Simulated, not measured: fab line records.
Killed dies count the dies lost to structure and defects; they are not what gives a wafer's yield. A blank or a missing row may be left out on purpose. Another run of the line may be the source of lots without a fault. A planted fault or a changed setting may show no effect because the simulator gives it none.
2 desks, one fault | flow n5Finfet | only its own numbers are on each desk; what lay behind them is given at the end

## FROM THE METROLOGY DESK
Lot by lot, what the gauges showed, no matter which tool ran the lot: averages of those sampled wafers that carry a number. A lot is out of limits, marked OUT, if its mean lies more than 4 standard deviations from the usual mean; the brackets give that distance. Of its 10 readings 7 are shown: those that lie furthest out on some lot.
Columns: A = DIBL_P at N5_BEOL_M4_RC_MEAS_101, usual 35.9 mV/V; B = IOFF_N at N5_BEOL_M4_RC_MEAS_101, usual 0.16 nA/um; C = IOFF_P at N5_BEOL_M4_RC_MEAS_101, usual 0.21 nA/um; D = ION_N at N5_BEOL_M4_RC_MEAS_101, usual 672 uA/um; E = ION_P at N5_BEOL_M4_RC_MEAS_101, usual 461 uA/um; F = VT_N at N5_BEOL_M4_RC_MEAS_101, usual 250 mV; G = VT_P at N5_BEOL_M4_RC_MEAS_101, usual -251 mV
lot  | first seen here | A    | B    | C    | D   | E   | F   | G
L334 | day 8 15:35     | 34.1 | 0.15 | 0.21 | 667 | 460 | 252 | -250
L344 | day 11 16:33    | 36.6 | 0.16 | 0.21 | 676 | 463 | 251 | -249
L346 | day 12 13:04    | 37.3 | 0.19 | 0.28 | 688 | 476 | 246 | -245
Result from this desk: across the 3 lots, nothing is out of limits.

## FOR THE TOOL OWNER'S DESK: aldSin-03
The tool's own readings at N5_SDB_ALD_29 (deposits SiNx, target thk 30 nm, pulse time 1 s, ald cycles 600): means of the sampled wafers that have a number, for each lot that ran on this tool. A lot is out of limits, marked OUT, if its mean lies more than 4 standard deviations from the usual mean; the brackets give that distance.
Columns: A = heaterPowerW at N5_SDB_ALD_29, usual 876 W; B = precursorPulseHeightRel at N5_SDB_ALD_29, usual 1.001
lot  | first seen here | A   | B
L334 | day 4 13:40     | 802 | 1.005
L344 | day 7 07:49     | 888 | 0.993
Result from this desk: across the 2 lots, nothing is out of limits.

## PUT TOGETHER
The metrology desk saw nothing out of limits.
The desk of the tool owner found nothing out of limits.

## WHAT THE SIMULATOR HAD PUT IN
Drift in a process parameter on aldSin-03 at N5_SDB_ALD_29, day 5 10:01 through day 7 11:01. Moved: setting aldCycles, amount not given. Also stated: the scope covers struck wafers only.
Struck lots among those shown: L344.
